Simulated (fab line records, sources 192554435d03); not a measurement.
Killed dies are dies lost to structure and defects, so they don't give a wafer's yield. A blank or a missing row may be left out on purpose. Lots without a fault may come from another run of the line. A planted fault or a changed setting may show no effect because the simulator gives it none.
Chamber matching | flow n5_finfet | N5_BEOL_M3_STRIP_36 on rie_diel-03: 4 sister chambers
The step strips in N2/H2. 4 wafers are shown with their chamber, then 9 later ones without.

WAFERS WITH THEIR CHAMBER
wafer  | chamber | showerhead_plenum_p_Torr (Torr)
L077.5 | 0       | 2.63
L086.3 | 2       | 2.47
L087.5 | 1       | 2.70
L087.6 | 3       | 2.39

WAFERS WITHOUT THEIR CHAMBER
wafer  | showerhead_plenum_p_Torr (Torr)
L092.1 | 2.46
L092.2 | 2.70
L092.4 | 2.70
L095.2 | 2.46
L095.5 | 2.69
L095.6 | 2.46
L096.4 | 2.71
L096.5 | 2.46
L096.6 | 2.69

WHICH CHAMBER EACH WENT THROUGH
wafer  | from the rows above | in truth
L092.1 | 2                   | 2
L092.2 | 1                   | 1
L092.4 | 1                   | 1
L095.2 | 2                   | 2
L095.5 | 1                   | 1
L095.6 | 2                   | 2
L096.4 | 1                   | 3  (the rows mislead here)
L096.5 | 2                   | 2
L096.6 | 1                   | 1
Placed correctly: 8 of 9. Can't be placed from these rows: 0. Placed wrongly: 1.
How it was worked out, from the rows above alone: a wafer's distance from a chamber is the root of the sum, over the readings, of the square of ((its reading less the chamber's mean) divided by the reading's scatter). The wafer belongs to the nearest chamber; if the next one is less than 2 further off, it can't be placed. A chamber's mean is the mean of its shown wafers. The scatter: with one shown wafer a chamber, the root of the mean of the squares of how far each hidden wafer lies from its nearest shown one.
